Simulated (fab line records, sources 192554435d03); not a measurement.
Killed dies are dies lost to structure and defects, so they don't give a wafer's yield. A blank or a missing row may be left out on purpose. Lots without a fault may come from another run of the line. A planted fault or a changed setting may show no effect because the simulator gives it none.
fab line records | flow n5_finfet
record lots=5 wafers=12 last_day=19
route steps=1938 shown BEOL_M0@739 BEOL_M1@751 BEOL_M4@1111 PASSIVATION@1936
lots that met no fault: from a run of the same line without faults
start_h: hours from the record's first day to the start of the lot's first wafer shown | wait_h: hours since the lot's step before | " the same as in the row above | L1.1+2: a row that stands for several wafers | - no value, or no start given | * or withheld: withheld | < > ~ a bound
route shown NAME@n: a module of which the file shows steps, and the number in the route of the first | usual: mean/standard deviation of fault-free wafers | same: alike in all rows | chamber/n: place in a boat | sites: the reading at each site | _std_site: their standard deviation | _edge_site: outer sites' mean less inner sites' | radius_mm: how far each site lies from the wafer's centre | mask NAME#n: copy n | behind: the tool/chamber that last shaped the wafer | hold: why the lot was held/for how many hours/how that ended | device: the transistor (n, p or np) that didn't switch | end of line: the same wafers' tests at the end of the route | a step without rows: its recipe alone | killed: dies lost to structure and defects at the first sort, not the wafer's yield | map: a wafer's dies, x killed, . not, _ none there
set.NAME: the setting as run; set.NAME@STEP: as run at that earlier step | model.NAME: the simulator's own value behind a step, which no gauge read
lots at some steps of the route; a table a step, a row a wafer
services: from which hour (start_h, from the record's first day; less than 0 if before it) a tool's chamber was out of use, for how many hours, and why
## steps
# step N5_BEOL_M0_ANNEAL_135
# recipe temp_c=400 time_s=60 ambient=vacuum
# step N5_BEOL_M0_SPUTTER_141
# recipe material=Cu target_thk_a=40 temp_c=-20 chamber_pressure_pa=0.07 power_w=withheld time_s=7.37
# step N5_BEOL_M0_ECD_118
# recipe material=Cu target_thk_a=3000
# step N5_BEOL_M0_ANNEAL_119
# recipe temp_c=225 time_s=90 ambient=N2
# step N5_BEOL_M0_CMP_120
# recipe stop_on=SiOC t_overpolish_s=6.9 down_force_psi=1 platen_rpm=50 clearing_platen_down_force_psi=1.5 clearing_platen_rpm=50 post_cmp_clean=cu_alkaline clearing_platen_pad_velocity_m_s=0.99484 pad_velocity_m_s=0.99484
# step N5_BEOL_M0_PRE_CLEAN_131
# recipe gas=NH3/H2 time_s=15 temp_c=* rf_power_w=300
# step N5_BEOL_M0_CO_CAP_123
# recipe material=Co target_thk_a=20 temp_c=200 precursor=CCTBA/H2 pressure_torr=30 time_s=102.1
# step N5_BEOL_M0_PRE_CLEAN_124
# recipe gas=NH3 time_s=15 temp_c=withheld rf_power_w=300
# step N5_BEOL_M0_DEP_125
# recipe material=SiCN target_thk_a=80 temp_c=withheld precursor=3MS/NH3 pressure_torr=3 rf_w=202 time_s=14
# step N5_BEOL_M1_ILD_DEP_00
# recipe material=SiOC target_thk_a=790 temp_c=350 precursor=DEMS/O2 pressure_torr=5 rf_w=500 time_s=15.3
# usual heater_power_w=464/44 showerhead_plenum_p_Torr=5.696/0.015 throttle_valve_pct=11.9/0.78
# columns lot.wafer tool chamber start_h wait_h heater_power_w showerhead_plenum_p_Torr throttle_valve_pct model.SiOC_of_BEOL_M1_ILD_DEP_00.thk_nm
L647.1 pecvd-01 0 193.19 0.0 454 5.724 11.8 77.8
L647.3 " 2 " " 443 5.718 12.7 78.6
L647.5 " 2 " " 461 5.695 12.7 80
L653.3 pecvd-01 0 217.74 0.1 455 5.708 11.5 49
L653.6 " 0 " " 464 5.717 11.4 48
L655.1 pecvd-01 1 236.09 0.0 417 5.692 11.1 79.8
L655.3 " 2 " " 432 5.696 10.8 48.4
L656.1 pecvd-01 2 247.35 0.0 445 5.710 10.7 78.6
L656.6 " 1 " " 476 5.692 11.0 48.4
L658.2 pecvd-03 2 255.84 0.0 410 5.701 11.1 78.8
L658.5 " 0 " " 502 5.696 13.4 80.8
L658.6 " 2 " " 424 5.702 11.2 79.8
# step N5_BEOL_M1_THK_MEAS_01
# recipe reads=SiOC_of_BEOL_M1_ILD_DEP_00
# usual M1_ILD_THK=79.3/0.99
# columns lot.wafer tool chamber start_h wait_h M1_ILD_THK[nm]
L647.1 film_metro-01 - 193.26 0.0 77.8
L647.3 " - " " 78.6
L647.5 " - " " 80.0
L653.3 film_metro-01 - 217.81 0.1 49.0
L653.6 " - " " 47.9
L655.1 film_metro-01 - 236.15 0.0 79.8
L655.3 " - " " 48.4
L656.1 film_metro-01 - 247.41 0.0 78.6
L656.6 " - " " 48.4
L658.2 film_metro-02 - 255.91 0.1 78.7
L658.5 " - " " 80.8
L658.6 " - " " 79.9
# step N5_BEOL_M1_PECVD_72
# recipe material=SiO2 target_thk_a=160 temp_c=400 precursor=TEOS/O2 pressure_torr=5.5 rf_w=450 teos_flow_sccm=53.8 gas=O2 flow_sccm=3000 time_s=18
# step N5_BEOL_M1_HM_DEP_02
# recipe material=TiN target_thk_a=200 temp_c=25 chamber_pressure_pa=0.49996
# step N5_BEOL_M1_COAT_61
# recipe resist=SOC temp_c=250 time_s=60 spin_rpm=1500 resist_thk_nm=60
# step N5_BEOL_M1_COAT_62
# recipe resist=SiARC temp_c=220 time_s=60 spin_rpm=1500 resist_thk_nm=12
# step N5_BEOL_M1_COAT_73
# recipe resist=underlayer temp_c=205 time_s=60 spin_rpm=1500 resist_thk_nm=5
# step N5_BEOL_M1_COAT_05
# recipe resist=CAR-EUV spin_rpm=1500 resist_thk_nm=30
# step N5_BEOL_M1_EBR_07
# recipe solvent=PGMEA ebr_width_mm=1.5
# step N5_BEOL_M1_SOFTBAKE_06
# recipe temp_c=110 time_s=60 resist=CAR-EUV
# step N5_BEOL_M1_EXPOSE_08
# recipe mask_id=M1 na=0.33 source_shape=dipole sigma_inner=0.369 sigma_outer=0.767 polarization=unpolarized dose_mj=33
# step N5_BEOL_M1_PEB_09
# recipe peb_temp_c=100 peb_time_s=60 resist=CAR-EUV
# step N5_BEOL_M1_DEVELOP_10
# recipe develop_time_s=30 developer=TMAH resist=CAR-EUV rinse_liquid=surfactant_rinse dry=air_spin dev_temp_c=23
# step N5_BEOL_M1_DESCUM_16
# recipe chemistry=O2 time_s=7 source_power_w=50 bias_power_w=20 pressure_mtorr=20 rf_frequency_hz=2.712e+07 temp_c=40 resist=CAR-EUV o2_flow_sccm=225
# step N5_BEOL_M1_ETCH_74
# recipe chemistry=N2/H2 target=underlayer target_depth_a=65 mask_material=CAR-EUV time_s=5.2 ion_energy_ev=200 pressure_mtorr=30 source_w=840 bias_w=150 n2_flow_sccm=200 h2_flow_sccm=200 ends=cleared
# step N5_BEOL_M1_ETCH_63
# recipe chemistry=CF4 target=SiARC target_depth_a=156 mask_material=CAR-EUV time_s=26 ion_energy_ev=80 pressure_mtorr=40 source_w=545 bias_w=36 Ar_flow_sccm=100 cf4_flow_sccm=100 ends=cleared
# step N5_BEOL_M1_ETCH_64
# recipe chemistry=N2/H2 target=SOC target_depth_a=750 overetch_a=150 mask_material=SiARC temp_c=40 time_s=112.5 ion_energy_ev=200 pressure_mtorr=30 source_w=840 bias_w=150 n2_flow_sccm=200 h2_flow_sccm=200
# step N5_BEOL_M1_STRIP_65
# recipe chemistry=N2/H2 temp_c=40 n2_flow_sccm=200 h2_flow_sccm=200 rf_frequency_hz=6e+07
# step N5_BEOL_M1_STRIP_75
# recipe chemistry=N2/H2 temp_c=40 n2_flow_sccm=200 h2_flow_sccm=200 rf_frequency_hz=6e+07
# step N5_BEOL_M1_STRIP_66
# recipe chemistry=CF4 resist=SiARC power_w=300 bias_power_w=75 pressure_mtorr=50 cf4_flow_sccm=150 rf_frequency_hz=6e+07
# step N5_BEOL_M1_HM_OPEN_17
# recipe chemistry=Cl2/BCl3 target_depth_a=200 overetch_a=60 target=TiN mask_material=SOC ion_energy_ev=150 pressure_mtorr=10 icp_w=1000 bias_w=126 Cl2_flow_sccm=53.25 bcl3_flow_sccm=21.75 Ar_flow_sccm=25
# step N5_BEOL_M1_STRIP_19
# recipe chemistry=O2 power_w=400 temp_c=40 pressure_mtorr=30 rf_frequency_hz=6e+07 bias_power_w=0 overash_fraction=0.2 o2_flow_sccm=225
# step N5_BEOL_M1_COAT_67
# recipe resist=SOC temp_c=250 time_s=60 spin_rpm=1500 resist_thk_nm=60
# step N5_BEOL_M1_COAT_68
# recipe resist=SiARC temp_c=220 time_s=60 spin_rpm=1500 resist_thk_nm=12
# step N5_BEOL_M1_COAT_76
# recipe resist=underlayer temp_c=205 time_s=60 spin_rpm=1500 resist_thk_nm=5
# step N5_BEOL_M1_COAT_22
# recipe resist=CAR-EUV spin_rpm=1500 resist_thk_nm=30
# step N5_BEOL_M1_CMP_52
# recipe stop_on=SiOC t_overpolish_s=6.8 down_force_psi=1 platen_rpm=50 clearing_platen_down_force_psi=1.5 clearing_platen_rpm=50 post_cmp_clean=cu_alkaline target_thk_nm=40 clearing_platen_pad_velocity_m_s=0.99484 pad_velocity_m_s=0.99484
# usual motor_current_A=6.0/0.53 slurry_filter_dp_kPa=13.51/0.13
# columns lot.wafer tool chamber start_h wait_h motor_current_A slurry_filter_dp_kPa model.Cu_of_BEOL_M1_ECD_50.thk_nm model.SiOC_of_BEOL_M1_ILD_DEP_00.thk_nm
L647.1 cmp-01 1 200.46 0.3 5.7 13.68 39.6 76.8
L647.3 " 2 " " 6.3 13.36 38 77.6
L647.5 " 2 " " 6.7 13.59 41 79
L653.3 cmp-02 0 233.09 0.2 7.2 13.77 7.4 48
L653.6 " 1 " " 6.1 13.33 8.8 47
L655.3 cmp-01 0 254.58 0.2 6.0 13.41 7.4 47.4
L655.1 " 2 " " 6.6 13.59 38.8 78.8
L656.1 cmp-01 1 260.88 0.3 6.1 13.55 39.4 77.6
L656.6 " 1 " " 5.5 13.66 9.8 47.4
L658.2 cmp-02 1 266.04 0.2 6.0 13.37 40.4 77.8
L658.6 " 1 " " 5.8 13.50 40.8 78.8
L658.5 " 2 " " 6.7 13.33 41 79.8
# step N5_BEOL_M4_RC_MEAS_101
# usual DIBL_N=36.1/1.6 DIBL_P=35.8/2 IOFF_N=0.157/0.029 IOFF_P=0.21/0.034 ION_N=677/13 ION_P=465/8.1 SS_N=71.3/0.61 SS_P=73.2/0.65 VT_N=249/3.3 VT_P=-250/3.2
# columns lot.wafer tool chamber start_h wait_h DIBL_N[mV/V] DIBL_P[mV/V] IOFF_N[nA/um] IOFF_P[nA/um] ION_N[uA/um] ION_P[uA/um] SS_N[mV/dec] SS_P[mV/dec] VT_N[mV] VT_P[mV]
L647.1 prober-02 0 251.90 0.0 35.2 35.5 0.158 0.21 686 469 71.3 72.9 247 -252
L647.3 " 0 " " 37.0 37.7 0.172 0.24 678 472 72.2 73.6 248 -248
L647.5 " 0 " " 37.9 38.6 0.183 0.25 677 465 72.9 74.1 249 -247
L656.1 prober-02 0 315.44 0.0 36.5 36.4 0.175 0.22 683 461 71.8 73.7 249 -249
L655.1 prober-01 0 315.54 0.0 33.1 32.8 0.110 0.19 667 471 70.2 72.1 253 -251
L658.2 prober-02 0 325.20 0.2 37.3 37.2 0.184 0.22 698 470 71.4 73.0 246 -250
L658.5 " 0 " " 38.0 39.4 0.208 0.25 702 473 72.0 73.4 241 -247
L658.6 " 0 " " 35.3 35.0 0.158 0.19 687 474 70.7 73.2 249 -251
# step N5_PASSIVATION_PROBE_49
# usual defect_limited_yield=91.0/1.4 killed_at_M0_to_M3=33/11 killed_at_M4_up=14/5 killed_at_contacts=11/7.3 killed_at_front_end=43/12 killed_at_other=4/3.1 killed_dies=106/17 killed_on_rim=14/3.8 killed_open=69/13 killed_short=34/8.7 sort_bin_5_function=5.2/0.96 sort_bin_6_memory=3.3/0.66 sort_n_pass=1074/17 sort_yield_pct=91.0/1.4
# same gross_dies=1180 killed_at_back_side=0 sort_bin_4_leakage[%]=0 sort_bin_8_speed[%]=0
# columns lot.wafer tool chamber start_h wait_h defect_limited_yield[%] killed_at_M0_to_M3 killed_at_M4_up killed_at_contacts killed_at_front_end killed_at_other killed_dies killed_on_rim killed_open killed_short sort_bin_5_function[%] sort_bin_6_memory[%] sort_n_pass sort_yield_pct[%]
L647.1 prober-02 - 357.31 0.0 91.1 39 11 10 38 7 105 18 75 30 5.4 3.2 1075 91.1
L647.3 prober-02 - 357.41 0.1 90.6 28 9 8 52 14 111 18 67 42 5.0 3.6 1069 90.6
L647.5 prober-02 - 357.51 0.2 90.6 42 7 6 53 3 111 22 66 44 5.7 3.3 1069 90.6
L653.3 prober-02 - 425.45 0.1 0 1117 13 5 43 2 1180 152 48 29 10.1 2.4 0 0
L653.6 prober-02 - 425.60 0.3 0 1106 14 9 49 2 1180 152 57 38 6.7 3.6 0 0
L656.6 prober-01 - 438.43 0.3 0 1094 29 14 40 3 1180 152 88 35 71.4 4.3 0 0
L655.1 prober-01 - 444.58 0.0 91.4 38 13 14 24 12 101 18 67 33 4.7 3.6 1079 91.4
L655.3 prober-01 - 444.68 0.1 0 1118 17 15 25 5 1180 152 69 35 53.6 3.6 0 0
# killed by level:class
L647.1 STI_FIN_REVEAL:geometric_particle:open=10 MOL_CONTACT_COAG:geometric_particle:open=9 BEOL_M0_SAQP:geometric_particle:short=9 BEOL_M0_SAQP:geometric_particle:open=9 BEOL_M4:geometric_particle:open=7 FIN_SAQP:geometric_particle:open=6 DUMMY_GATE:geometric_particle:open=6 FIN_SAQP:geometric_particle:short=5
L647.3 FIN_SAQP:geometric_particle:short=13 FIN_SAQP:geometric_particle:open=12 STI_FIN_REVEAL:geometric_particle:open=7 MOL_CONTACT_COAG:geometric_particle:open=7 BEOL_M0:geometric_particle:open=7 ILD0:geometric_particle:open=6 BEOL_M0_SAQP:geometric_particle:short=6 PASS1_CAP:geometric_particle:open=6
L647.5 FIN_SAQP:geometric_particle:short=17 BEOL_M0_SAQP:geometric_particle:open=13 FIN_SAQP:geometric_particle:open=12 BEOL_M0_SAQP:geometric_particle:short=8 DUMMY_GATE:geometric_particle:open=7 MOL_CONTACT_COAG:geometric_particle:open=6 BEOL_M3:geometric_particle:open=6 GATE_CUT:geometric_particle:short=5
L653.3 BEOL_M1:area_dep=1029 BEOL_M1:area_ecd=73 FIN_SAQP:geometric_particle:short=11 STI_FIN_REVEAL:geometric_particle:open=5 DUMMY_GATE:geometric_particle:open=5 GATE_CUT:geometric_particle:short=5 GATE_CUT:geometric_particle:open=5 MOL_CONTACT_COAG:geometric_particle:open=5
L653.6 BEOL_M1:area_dep=1056 BEOL_M1:area_ecd=27 FIN_SAQP:geometric_particle:short=11 FIN_SAQP:geometric_particle:open=10 BEOL_M1:geometric_particle:open=8 GATE_CUT:geometric_particle:short=7 MOL_CONTACT_COAG:geometric_particle:open=7 GATE_CUT:geometric_particle:open=5
L656.6 BEOL_M1:area_ecd=770 BEOL_M1:area_dep=279 BEOL_M4:geometric_particle:open=14 MOL_CONTACT_COAG:geometric_particle:open=11 BEOL_M2:geometric_particle:open=10 BEOL_M1:geometric_particle:open=8 BEOL_M0_SAQP:geometric_particle:open=7 DUMMY_GATE:geometric_particle:open=6
L655.1 MOL_CONTACT_COAG:geometric_particle:open=13 BEOL_M0_SAQP:geometric_particle:open=13 BEOL_M0_SAQP:geometric_particle:short=10 BEOL_M3:geometric_particle:open=6 MIM_TOP_ETCH:geometric_particle:short=6 STI_FIN_REVEAL:geometric_particle:open=5 BEOL_M0:geometric_particle:short=5 FIN_SAQP:geometric_particle:open=4
L655.3 BEOL_M1:area_ecd=570 BEOL_M1:area_dep=504 MOL_CONTACT_COAG:geometric_particle:open=14 BEOL_M0_SAQP:geometric_particle:open=13 GATE_CUT:geometric_particle:short=11 BEOL_M3:geometric_particle:open=8 BEOL_M0_SAQP:geometric_particle:short=7 BEOL_M1:geometric_particle:open=4
# map L653.3 (x killed, . not)
_________________xxxxxxxxxxxx________________
______________xxxxxxxxxxxxxxxxxx_____________
___________xxxxxxxxxxxxxxxxxxxxxxxx__________
__________xxxxxxxxxxxxxxxxxxxxxxxxxx_________
________xxxxxxxxxxxxxxxxxxxxxxxxxxxxxx_______
_______xxxxxxxxxxxxxxxxxxxxxxxxxxxxxxxx______
______xxxxxxxxxxxxxxxxxxxxxxxxxxxxxxxxxx_____
_____xxxxxxxxxxxxxxxxxxxxxxxxxxxxxxxxxxxx____
____xxxxxxxxxxxxxxxxxxxxxxxxxxxxxxxxxxxxxx___
___xxxxxxxxxxxxxxxxxxxxxxxxxxxxxxxxxxxxxxxx__
___xxxxxxxxxxxxxxxxxxxxxxxxxxxxxxxxxxxxxxxx__
__xxxxxxxxxxxxxxxxxxxxxxxxxxxxxxxxxxxxxxxxxx_
__xxxxxxxxxxxxxxxxxxxxxxxxxxxxxxxxxxxxxxxxxx_
_xxxxxxxxxxxxxxxxxxxxxxxxxxxxxxxxxxxxxxxxxxxx
_xxxxxxxxxxxxxxxxxxxxxxxxxxxxxxxxxxxxxxxxxxxx
_xxxxxxxxxxxxxxxxxxxxxxxxxxxxxxxxxxxxxxxxxxxx
_xxxxxxxxxxxxxxxxxxxxxxxxxxxxxxxxxxxxxxxxxxxx
_xxxxxxxxxxxxxxxxxxxxxxxxxxxxxxxxxxxxxxxxxxxx
_xxxxxxxxxxxxxxxxxxxxxxxxxxxxxxxxxxxxxxxxxxxx
_xxxxxxxxxxxxxxxxxxxxxxxxxxxxxxxxxxxxxxxxxxxx
_xxxxxxxxxxxxxxxxxxxxxxxxxxxxxxxxxxxxxxxxxxxx
__xxxxxxxxxxxxxxxxxxxxxxxxxxxxxxxxxxxxxxxxxx_
__xxxxxxxxxxxxxxxxxxxxxxxxxxxxxxxxxxxxxxxxxx_
___xxxxxxxxxxxxxxxxxxxxxxxxxxxxxxxxxxxxxxxx__
___xxxxxxxxxxxxxxxxxxxxxxxxxxxxxxxxxxxxxxxx__
____xxxxxxxxxxxxxxxxxxxxxxxxxxxxxxxxxxxxxx___
_____xxxxxxxxxxxxxxxxxxxxxxxxxxxxxxxxxxxx____
______xxxxxxxxxxxxxxxxxxxxxxxxxxxxxxxxxx_____
_______xxxxxxxxxxxxxxxxxxxxxxxxxxxxxxxx______
________xxxxxxxxxxxxxxxxxxxxxxxxxxxxxx_______
__________xxxxxxxxxxxxxxxxxxxxxxxxxx_________
___________xxxxxxxxxxxxxxxxxxxxxxxx__________
______________xxxxxxxxxxxxxxxxxx_____________
_________________xxxxxxxxxxxx________________
# map L655.3 (x killed, . not)
_________________xxxxxxxxxxxx________________
______________xxxxxxxxxxxxxxxxxx_____________
___________xxxxxxxxxxxxxxxxxxxxxxxx__________
__________xxxxxxxxxxxxxxxxxxxxxxxxxx_________
________xxxxxxxxxxxxxxxxxxxxxxxxxxxxxx_______
_______xxxxxxxxxxxxxxxxxxxxxxxxxxxxxxxx______
______xxxxxxxxxxxxxxxxxxxxxxxxxxxxxxxxxx_____
_____xxxxxxxxxxxxxxxxxxxxxxxxxxxxxxxxxxxx____
____xxxxxxxxxxxxxxxxxxxxxxxxxxxxxxxxxxxxxx___
___xxxxxxxxxxxxxxxxxxxxxxxxxxxxxxxxxxxxxxxx__
___xxxxxxxxxxxxxxxxxxxxxxxxxxxxxxxxxxxxxxxx__
__xxxxxxxxxxxxxxxxxxxxxxxxxxxxxxxxxxxxxxxxxx_
__xxxxxxxxxxxxxxxxxxxxxxxxxxxxxxxxxxxxxxxxxx_
_xxxxxxxxxxxxxxxxxxxxxxxxxxxxxxxxxxxxxxxxxxxx
_xxxxxxxxxxxxxxxxxxxxxxxxxxxxxxxxxxxxxxxxxxxx
_xxxxxxxxxxxxxxxxxxxxxxxxxxxxxxxxxxxxxxxxxxxx
_xxxxxxxxxxxxxxxxxxxxxxxxxxxxxxxxxxxxxxxxxxxx
_xxxxxxxxxxxxxxxxxxxxxxxxxxxxxxxxxxxxxxxxxxxx
_xxxxxxxxxxxxxxxxxxxxxxxxxxxxxxxxxxxxxxxxxxxx
_xxxxxxxxxxxxxxxxxxxxxxxxxxxxxxxxxxxxxxxxxxxx
_xxxxxxxxxxxxxxxxxxxxxxxxxxxxxxxxxxxxxxxxxxxx
__xxxxxxxxxxxxxxxxxxxxxxxxxxxxxxxxxxxxxxxxxx_
__xxxxxxxxxxxxxxxxxxxxxxxxxxxxxxxxxxxxxxxxxx_
___xxxxxxxxxxxxxxxxxxxxxxxxxxxxxxxxxxxxxxxx__
___xxxxxxxxxxxxxxxxxxxxxxxxxxxxxxxxxxxxxxxx__
____xxxxxxxxxxxxxxxxxxxxxxxxxxxxxxxxxxxxxx___
_____xxxxxxxxxxxxxxxxxxxxxxxxxxxxxxxxxxxx____
______xxxxxxxxxxxxxxxxxxxxxxxxxxxxxxxxxx_____
_______xxxxxxxxxxxxxxxxxxxxxxxxxxxxxxxx______
________xxxxxxxxxxxxxxxxxxxxxxxxxxxxxx_______
__________xxxxxxxxxxxxxxxxxxxxxxxxxx_________
___________xxxxxxxxxxxxxxxxxxxxxxxx__________
______________xxxxxxxxxxxxxxxxxx_____________
_________________xxxxxxxxxxxx________________
## services
# columns tool chamber start_h hours kind
cmp-01 - 178.30 3.8 pm
pecvd-01 - 180.22 1.5 repair
cmp-01 - 184.37 8.5 repair
pecvd-03 0 192.22 5.5 scheduled_down
pecvd-01 2 202.38 - clean
pecvd-01 2 202.38 - consumable_replace:showerhead
pecvd-01 2 202.38 29.0 scheduled_down
pecvd-01 2 202.38 29.0 vent_cycle
cmp-02 - 212.65 4.0 pm
cmp-02 - 216.65 - consumable_replace:conditioner
cmp-02 - 216.65 - consumable_replace:pad
cmp-02 - 253.81 1.8 repair
## key
first_sign step=N5_BEOL_M1_THK_MEAS_01 reading=M1_ILD_THK direction=down sigmas=31 usual=79.3 struck=48.4
effect step=N5_PASSIVATION_PROBE_49 reading=killed_at_M0_to_M3 direction=up sigmas=99+ usual=33 struck=1109
model_effect step=N5_BEOL_M1_ILD_DEP_00 value=SiOC_of_BEOL_M1_ILD_DEP_00.thk_nm without=79.8 struck=48.45
model_effect step=N5_BEOL_M1_CMP_52 value=Cu_of_BEOL_M1_ECD_50.thk_nm without=39.8 struck=8.35
more_kills_born_at N5_BEOL_M1_ILD_DEP_00@pecvd-01=2868 N5_BEOL_M1_ECD_50@ecd_cu-01=1440
met_at N5_BEOL_M1_ILD_DEP_00
struck_wafers L653.3,L653.6,L655.3,L656.6
later_rows_left_out L653.3,L653.6,L655.3,L656.6
onset_between 193.19 217.74
fault kind=process_parameter_drift tool=pecvd-01 chamber=- onset_h=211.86 steps=N5_BEOL_M1_ILD_DEP_00 channel=time_s offset=* shape=step end_h=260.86 scope=struck_wafers_only acts_in=* stated=*
# later_rows_left_out: the simulator's readings of these wafers behind a module that went badly wrong aren't trusted and aren't shown, but for the sort
